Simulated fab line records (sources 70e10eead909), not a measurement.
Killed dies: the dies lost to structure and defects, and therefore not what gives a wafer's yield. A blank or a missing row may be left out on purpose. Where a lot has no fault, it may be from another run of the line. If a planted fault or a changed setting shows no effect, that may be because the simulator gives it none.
What tool caused it? + flow nandHarc + Sampling: 6 lots, 16 wafers, 4 of 1302 route steps

WHAT EACH GAUGE READ, for each wafer
NHARC_P_M2_CD_MEAS_09: the cd target is 170 nm.
| lot  | measured     | on       | cdNm (nm)         |
|------|--------------|----------|-------------------|
| L418 | day 7 03:14  | cdSem-03 | 171.0 171.2 172.3 |
| L420 | day 8 04:47  | cdSem-02 | 171.1 171.1 171.6 |
| L422 | day 8 21:25  | cdSem-03 | 169.3 170.2 169.2 |
| L426 | day 10 17:44 | cdSem-01 | 190.2             |
| L433 | day 13 08:08 | cdSem-02 | 169.8 169.3 169.7 |
| L438 | day 15 12:46 | cdSem-01 | 170.4 170.0 170.7 |

WHAT TOOL EACH LOT RAN ON (gives the tool, then ch and the chambers of the sampled wafers, and finally the start)
| lot  | NHARC_P_M1_DESCUM_14              | NHARC_P_M1_ETCH_28                           | NHARC_P_M2_EXPOSE_06              |
|------|-----------------------------------|----------------------------------------------|-----------------------------------|
| L418 | rieDiel-11 ch 1,2,3, day 6 23:18  | rieDiel-06 ch 1,2, day 7 03:06 or earlier    | arfiScanner-01 ch 0, day 7 03:06  |
| L420 | rieDiel-11 ch 1,2,3, day 8 00:53  | rieDiel-11 ch 1,2,3, day 8 04:38 or earlier  | arfiScanner-02 ch 0, day 8 04:38  |
| L422 | rieDiel-07 ch 0,1,3, day 8 17:26  | rieDiel-11 ch 0,3, day 8 21:17 or earlier    | arfiScanner-02 ch 0, day 8 21:17  |
| L426 | rieDiel-11 ch 0, day 10 13:47     | rieDiel-11 ch 1, day 10 17:36 or earlier     | arfiScanner-01 ch 0, day 10 17:36 |
| L433 | rieDiel-11 ch 0,1,2, day 13 04:17 | rieDiel-07 ch 0,1,2, day 13 07:59 or earlier | arfiScanner-03 ch 0, day 13 07:59 |
| L438 | rieDiel-07 ch 0,1,3, day 15 08:56 | rieDiel-06 ch 0,2,3, day 15 12:38 or earlier | arfiScanner-03 ch 0, day 15 12:38 |
- NHARC_P_M1_DESCUM_14: chemistry O2, time 3 s.
- NHARC_P_M1_ETCH_28: etches the open film in CF4/N2, target depth 30 nm, time 72.99 s.
- NHARC_P_M2_EXPOSE_06: exposes mask P M2, target cd 170 nm.

THE ANSWER, worked out from the rows above alone
Rule: usual is defined by the lots themselves. Put in order of their means at a reading, lots are off if they are a third of the lots or fewer, leave a main group of 4 or more, and stand apart from it by a gap of 3 or more times the standard deviation of the main group's means; of several such gaps the widest counts. A main group is skipped when, at the precision printed for the reading in the tables above, its means are all equal. Also off: a lot with no number at a reading for which 4 or more lots have one. All remaining lots with rows at the step are treated as sound.
Off: L426 (NHARC_P_M2_CD_MEAS_09, cdNm). Mean 170.5 nm and standard deviation 0.81 in the main group.
If a tool, at a process step before that reading, ran all the lots that are off and no sound lot after the first of them, it fits. Gauges at NHARC_P_M2_CD_MEAS_09: tried the same way as those tools. NHARC_P_M1_ETCH_28: start missing for some lots; hours and lot order therefore follow NHARC_P_M2_EXPOSE_06. Can't be told from this: 2 tools fit, rieDiel-11 at NHARC_P_M1_ETCH_28, arfiScanner-01 at NHARC_P_M2_EXPOSE_06.

WHAT THE SIMULATOR HAD INSERTED
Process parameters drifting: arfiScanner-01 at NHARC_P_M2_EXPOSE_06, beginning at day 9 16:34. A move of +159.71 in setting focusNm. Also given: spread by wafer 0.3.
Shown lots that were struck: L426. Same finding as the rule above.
